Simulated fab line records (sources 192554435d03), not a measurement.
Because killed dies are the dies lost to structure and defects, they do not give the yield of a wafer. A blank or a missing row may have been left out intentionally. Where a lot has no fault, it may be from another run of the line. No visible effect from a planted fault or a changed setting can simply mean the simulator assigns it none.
Chamber matching || flow n5Finfet || N5_BEOL_M5_CMP_52 on cmp-04 has 4 sister chambers
The step polishes, stops on SiCOH lowk, t overpolish 6.9 s, target thk 62 nm. 16 wafers are shown with their chamber, then 8 later ones without.

WAFERS, EACH WITH ITS CHAMBER
{"wafer": "L076.2", "chamber": 2, "motorCurrentA (A)": 7.4, "timeToEndpointS (s)": 62.5, "barrierFieldEndpointS (s)": 24.4}
{"wafer": "L076.3", "chamber": 1, "motorCurrentA (A)": 7.3, "timeToEndpointS (s)": 60.7, "barrierFieldEndpointS (s)": 23.9}
{"wafer": "L076.4", "chamber": 3, "motorCurrentA (A)": 5.8, "timeToEndpointS (s)": 63.7, "barrierFieldEndpointS (s)": 25.2}
{"wafer": "L086.1", "chamber": 3, "motorCurrentA (A)": 5.8, "timeToEndpointS (s)": 67.0, "barrierFieldEndpointS (s)": 24.4}
{"wafer": "L086.2", "chamber": 0, "motorCurrentA (A)": 6.0, "timeToEndpointS (s)": 61.1, "barrierFieldEndpointS (s)": 23.6}
{"wafer": "L086.4", "chamber": 2, "motorCurrentA (A)": 7.8, "timeToEndpointS (s)": 67.2, "barrierFieldEndpointS (s)": 24.8}
{"wafer": "L085.3", "chamber": 1, "motorCurrentA (A)": 7.2, "timeToEndpointS (s)": 60.2, "barrierFieldEndpointS (s)": 23.9}
{"wafer": "L085.4", "chamber": 2, "motorCurrentA (A)": 7.2, "timeToEndpointS (s)": 66.5, "barrierFieldEndpointS (s)": 24.8}
{"wafer": "L085.5", "chamber": 0, "motorCurrentA (A)": 6.3, "timeToEndpointS (s)": 60.9, "barrierFieldEndpointS (s)": 24.2}
{"wafer": "L089.1", "chamber": 2, "motorCurrentA (A)": 7.5, "timeToEndpointS (s)": 64.2, "barrierFieldEndpointS (s)": 25.4}
{"wafer": "L089.2", "chamber": 1, "motorCurrentA (A)": 7.2, "timeToEndpointS (s)": 62.6, "barrierFieldEndpointS (s)": 24.9}
{"wafer": "L089.6", "chamber": 1, "motorCurrentA (A)": 7.4, "timeToEndpointS (s)": 58.4, "barrierFieldEndpointS (s)": 24.6}
{"wafer": "L091.3", "chamber": 0, "motorCurrentA (A)": 6.0, "timeToEndpointS (s)": 61.5, "barrierFieldEndpointS (s)": 24.4}
{"wafer": "L091.4", "chamber": 2, "motorCurrentA (A)": 7.6, "timeToEndpointS (s)": 67.1, "barrierFieldEndpointS (s)": 26.1}
{"wafer": "L091.5", "chamber": 3, "motorCurrentA (A)": 5.7, "timeToEndpointS (s)": 67.6, "barrierFieldEndpointS (s)": 25.3}
{"wafer": "L090.1", "chamber": 3, "motorCurrentA (A)": 5.6, "timeToEndpointS (s)": 65.7, "barrierFieldEndpointS (s)": 25.5}

SIGNATURES (means of the wafers above)
{"reading": "motorCurrentA", "chamber 0": 6.100, "chamber 1": 7.275, "chamber 2": 7.500, "chamber 3": 5.725, "scatter within a chamber": 0.162}
{"reading": "timeToEndpointS", "chamber 0": 61.167, "chamber 1": 60.475, "chamber 2": 65.500, "chamber 3": 66.000, "scatter within a chamber": 1.71}
{"reading": "barrierFieldEndpointS", "chamber 0": 24.067, "chamber 1": 24.325, "chamber 2": 25.100, "chamber 3": 25.100, "scatter within a chamber": 0.546}
Rule: a wafer's distance from a chamber is the root of the sum, over the readings, of the square of ((its reading less the chamber's mean) divided by the reading's scatter). If the next closest chamber is less than 2 further off than the closest, the wafer can't be placed; otherwise it belongs to the closest. The scatter is the square root of a quotient: the sum, over the shown wafers, of each reading's squared deviation from its chamber's mean, divided by wafers minus chambers.

WAFERS MISSING THEIR CHAMBER
{"wafer": "L090.4", "motorCurrentA (A)": 7.5, "timeToEndpointS (s)": 65.6, "barrierFieldEndpointS (s)": 25.3}
{"wafer": "L090.5", "motorCurrentA (A)": 6.1, "timeToEndpointS (s)": 62.4, "barrierFieldEndpointS (s)": 25.3}
{"wafer": "L092.1", "motorCurrentA (A)": 5.7, "timeToEndpointS (s)": 64.7, "barrierFieldEndpointS (s)": 24.5}
{"wafer": "L092.2", "motorCurrentA (A)": 7.4, "timeToEndpointS (s)": 70.1, "barrierFieldEndpointS (s)": 25.3}
{"wafer": "L092.5", "motorCurrentA (A)": 5.7, "timeToEndpointS (s)": 65.4, "barrierFieldEndpointS (s)": 25.3}
{"wafer": "L095.1", "motorCurrentA (A)": 7.2, "timeToEndpointS (s)": 69.2, "barrierFieldEndpointS (s)": 25.6}
{"wafer": "L095.4", "motorCurrentA (A)": 5.9, "timeToEndpointS (s)": 65.8, "barrierFieldEndpointS (s)": 26.0}
{"wafer": "L095.6", "motorCurrentA (A)": 5.8, "timeToEndpointS (s)": 67.8, "barrierFieldEndpointS (s)": 26.3}

EACH ONE'S CHAMBER
{"wafer": "L090.4", "from the rows above": 2, "in truth": 2}
{"wafer": "L090.5", "from the rows above": "can't be placed: 0 or 3", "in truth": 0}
{"wafer": "L092.1", "from the rows above": "can't be placed: 3 or 0", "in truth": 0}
{"wafer": "L092.2", "from the rows above": 2, "in truth": 2}
{"wafer": "L092.5", "from the rows above": 3, "in truth": 3}
{"wafer": "L095.1", "from the rows above": 2, "in truth": 2}
{"wafer": "L095.4", "from the rows above": 3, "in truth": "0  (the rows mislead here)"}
{"wafer": "L095.6", "from the rows above": 3, "in truth": 3}
Correctly placed: 5 of 8. From these rows, 2 cannot be placed; in 2 the true chamber is one of the candidates. Wrongly placed: 1.
